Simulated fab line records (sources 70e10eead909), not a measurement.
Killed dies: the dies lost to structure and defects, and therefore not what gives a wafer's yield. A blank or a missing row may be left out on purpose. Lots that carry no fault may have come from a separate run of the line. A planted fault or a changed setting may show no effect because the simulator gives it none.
Chamber matching | flow nand-harc | rie-diel-12 running NHARC_P_M1_STRIP_18: 4 sister chambers
The step strips in N2/H2. 16 wafers are shown with their chamber, then 8 later ones without.

## WAFERS, EACH WITH ITS CHAMBER
wafer  | chamber | oes-product-au (a.u.) | rf-vpp-V (V) | throttle-valve-pct (%)
L074.1 | 1       | 0.993                 | 89.9         | 14.169
L074.5 | 0       | 0.999                 | 89.9         | 14.153
L074.6 | 1       | 1.007                 | 90.4         | 14.178
L077.1 | 1       | 1.007                 | 90.5         | 14.184
L077.4 | 0       | 0.998                 | 90.5         | 14.188
L077.6 | 0       | 0.996                 | 91.5         | 14.165
L078.1 | 3       | 1.002                 | 89.0         | 14.170
L078.4 | 1       | 1.012                 | 88.9         | 14.171
L078.5 | 1       | 1.002                 | 91.1         | 14.167
L079.4 | 0       | 1.000                 | 91.0         | 14.190
L079.5 | 3       | 1.004                 | 90.3         | 14.163
L079.6 | 0       | 1.001                 | 89.7         | 14.162
L081.2 | 2       | 0.995                 | 91.6         | 14.169
L081.3 | 0       | 1.000                 | 90.5         | 14.183
L081.4 | 1       | 0.997                 | 90.7         | 14.176
L084.1 | 2       | 0.995                 | 91.8         | 14.169

SIGNATURES (averages over the wafers above)
reading            | chamber 0 | chamber 1 | chamber 2 | chamber 3 | scatter within a chamber
oes-product-au     | 0.99900   | 1.00300   | 0.99500   | 1.00300   | 0.00473
rf-vpp-V           | 90.517    | 90.250    | 91.700    | 89.650    | 0.711
throttle-valve-pct | 14.17350  | 14.17417  | 14.16900  | 14.16650  | 0.0109
Rule: for each reading, subtract the chamber's mean from the wafer's reading, divide by that reading's scatter and square the result; add these up over the readings and take the root, which gives the wafer's distance from the chamber. If the next closest chamber is less than 2 further off than the closest, the wafer can't be placed; otherwise it belongs to the closest. The scatter is the square root of a quotient: the sum, over the shown wafers, of each reading's squared deviation from its chamber's mean, divided by wafers minus chambers.

## WAFERS WITHOUT THEIR CHAMBER
wafer  | oes-product-au (a.u.) | rf-vpp-V (V) | throttle-valve-pct (%)
L084.3 | 1.009                 | 90.1         | 14.168
L084.5 | 0.999                 | 90.3         | 14.178
L087.4 | 1.007                 | 90.6         | 14.151
L087.5 | 0.998                 | 90.3         | 14.186
L087.6 | 1.006                 | 88.8         | 14.180
L096.2 | 0.996                 | 89.9         | 14.166
L096.5 | 1.012                 | 90.4         | 14.160
L096.6 | 0.989                 | 89.8         | 14.167

## WHICH CHAMBER EACH WENT THROUGH
wafer  | from the rows above               | in truth
L084.3 | can't be placed: 1 or 3 or 0      | 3
L084.5 | can't be placed: 0 or 1 or 3 or 2 | 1
L087.4 | can't be placed: 3 or 1 or 0 or 2 | 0
L087.5 | can't be placed: 0 or 1 or 3 or 2 | 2
L087.6 | can't be placed: 3 or 1 or 0      | 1
L096.2 | can't be placed: 0 or 3 or 1 or 2 | 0
L096.5 | can't be placed: 3 or 1 or 0 or 2 | 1
L096.6 | can't be placed: 0 or 2 or 3 or 1 | 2
0 of 8 placed correctly. Cannot be placed on the basis of these rows: 8; the candidates contain the true chamber in 8. Wrongly placed: 0.
